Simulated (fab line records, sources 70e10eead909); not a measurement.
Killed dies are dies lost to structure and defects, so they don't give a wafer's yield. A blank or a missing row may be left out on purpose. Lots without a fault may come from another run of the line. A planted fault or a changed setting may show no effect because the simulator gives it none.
A struck lot beside a sound one | flow nand_harc | 15 steps out of a route of 1302
Sound: wafers L925.1, L925.2, L925.4. Struck: wafers L935.2, L935.3, L935.4. The cause comes at the end.
At each step with rows: each side's tool, then ch and its chambers, then its first start. Under that, the readings that differ: sound wafers | struck wafers | difference of the means | sigmas: that difference in standard deviations of wafers without a fault.
alike: readings whose means differ by less than 2 such deviations, and words and numbers that are the same on both sides. not compared: withheld readings, readings that some wafer has no value for, bounds like >300 that may hide the same value, and numbers for which the record gives no deviation and whose values overlap.
The two part at a step that has a row with sigmas, a row that says differs or no value, or rows on one side only. Numbers that don't overlap but have no deviation are shown without sigmas and don't part them. A reading that every wafer of one side lacks parts them only if that side has two wafers or more.

first, 2 steps without rows for these wafers: NHARC_P_STI_SRD_39; NHARC_P_STI_OXIDE_40 (material SiO2, target thk 10 nm, ox time 1362 s).
NHARC_P_STI_INSPECT_25:
  sound on defect_inspect-01, day 5 17:32; struck on defect_inspect-02, day 10 03:35
  alike: raw_defect_count
then, 9 steps without rows for these wafers: NHARC_P_GATE_ETCH_69 (etches SiO2 in dHF, target depth 14 nm); NHARC_P_GATE_PRECLEAN_70 (cleans in SC1); NHARC_P_GATE_SRD_01; NHARC_P_GATE_OXIDE_02 (material SiO2, target thk 37.5 nm, ox time 365 s); NHARC_P_GATE_DEHYDRATE_03 (time 120 s); NHARC_P_GATE_HMDS_04 (time 30 s); NHARC_P_GATE_COAT_05; NHARC_P_GATE_SOFTBAKE_06 (time 95 s); NHARC_P_GATE_EBR_07.
NHARC_P_GATE_EXPOSE_08: exposes mask P HV.
  sound on krf_scanner-03 ch 0, day 6 01:44; struck on krf_scanner-04 ch 0, day 10 11:46
  reading              | sound                | struck               | difference | sigmas
  exposure_dose_mJ_cm2 | 16.751 16.760 16.743 | 16.396 16.371 16.393 | -0.365     | -20
  alike: mask
then, 1 step without rows for these wafers: NHARC_P_GATE_PEB_09 (peb time 85 s).
-- the record jumps here: 20 days lie between the struck wafers' starts before and after (it left off in module P_GATE and takes up again in module END, whose first step shown is number 1302 of the route) --
NHARC_END_SORT_01:
  the record has rows for the struck wafers here (prober-02 ch 0, day 30 18:40) and none for the sound ones

WHERE THEY PART
First at NHARC_P_GATE_EXPOSE_08; last, within this record, at NHARC_END_SORT_01.

WHY: what the simulator had put in
Process parameter drift: krf_scanner-04, from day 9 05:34 on, at NHARC_P_GATE_EXPOSE_08. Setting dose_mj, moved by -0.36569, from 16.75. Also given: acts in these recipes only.
